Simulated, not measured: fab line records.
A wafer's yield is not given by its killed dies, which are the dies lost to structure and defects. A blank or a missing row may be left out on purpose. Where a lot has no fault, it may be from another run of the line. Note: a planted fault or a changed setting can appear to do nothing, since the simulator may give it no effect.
What tool caused it? + flow nand_harc + 6 lots with 18 wafers sampled at 5 steps, on a route of 1302 steps

## WHAT EACH GAUGE READ, for each wafer
NHARC_END_SORT_01.
lot + measured + on + killed_at_array

## EACH LOT AND THE TOOL THAT RAN IT (in order: tool; ch and the chambers of the sampled wafers; start)
| lot  | NHARC_A_STAIRCASE_TRIM_222                    | NHARC_A_STAIRCASE_TRIM_229         | NHARC_A_STAIRCASE_ETCH_234                    | NHARC_A_STAIRCASE_HM_DEP_456  |
|------|-----------------------------------------------|------------------------------------|-----------------------------------------------|-------------------------------|
| L271 | rie_diel-11 ch 0,1,2, day 16 11:11 or earlier | rie_diel-13 ch 0,1,2, day 16 11:11 | rie_diel-13 ch 0,2,3, day 16 20:34 or earlier | acl_dep-02 ch 0, day 16 20:34 |
| L276 | rie_diel-11 ch 2,3, day 18 10:32 or earlier   | rie_diel-08 ch 0,2,3, day 18 10:32 | rie_diel-08 ch 0,1,2, day 18 14:42 or earlier | acl_dep-03 ch 0, day 18 14:42 |
| L278 | rie_diel-13 ch 1,2,3, day 19 22:20 or earlier | rie_diel-08 ch 1,2,3, day 19 22:20 | rie_diel-08 ch 1,2,3, day 20 06:02 or earlier | acl_dep-03 ch 0, day 20 06:02 |
| L283 | rie_diel-13 ch 2,3, day 21 14:02 or earlier   | rie_diel-08 ch 0,1, day 21 14:02   | rie_diel-08 ch 2,3, day 21 21:01 or earlier   | acl_dep-01 ch 0, day 21 21:01 |
| L289 | rie_diel-13 ch 0,1,2, day 23 08:44 or earlier | rie_diel-11 ch 1,2,3, day 23 08:44 | rie_diel-11 ch 1,2,3, day 23 12:27 or earlier | acl_dep-02 ch 0, day 23 12:27 |
| L294 | rie_diel-13 ch 1,2, day 25 17:14 or earlier   | rie_diel-08 ch 0,2,3, day 25 17:14 | rie_diel-08 ch 0,2,3, day 26 00:11 or earlier | acl_dep-01 ch 0, day 26 00:11 |
- NHARC_A_STAIRCASE_TRIM_222: chemistry O2, time 211.2 s.
- NHARC_A_STAIRCASE_TRIM_229: chemistry O2, time 211.2 s.
- NHARC_A_STAIRCASE_ETCH_234: etches the open film in C4F8/O2, target depth 100 nm, time 40.5 s.
- NHARC_A_STAIRCASE_HM_DEP_456: deposits aC, target thk 3100 nm.

## THE ANSWER, worked out from the rows above alone
Rule: the usual values come from the lots themselves. The widest of any qualifying gaps counts: lots, ordered by their means at a reading, are off when they make up no more than a third of the lots, leave a main group of 4 or more, and stand apart from it by 3 or more times the standard deviation of that group's means. A main group whose means are all the same, to the digits that the tables above print for the reading, isn't used. Also off: a lot with no number at a reading for which 4 or more lots have one. Any other lot the step has rows for is counted as sound.
Across all readings shown, no lot is off: no conclusion can be drawn from this.

## WHAT WAS PUT IN BY THE SIMULATOR
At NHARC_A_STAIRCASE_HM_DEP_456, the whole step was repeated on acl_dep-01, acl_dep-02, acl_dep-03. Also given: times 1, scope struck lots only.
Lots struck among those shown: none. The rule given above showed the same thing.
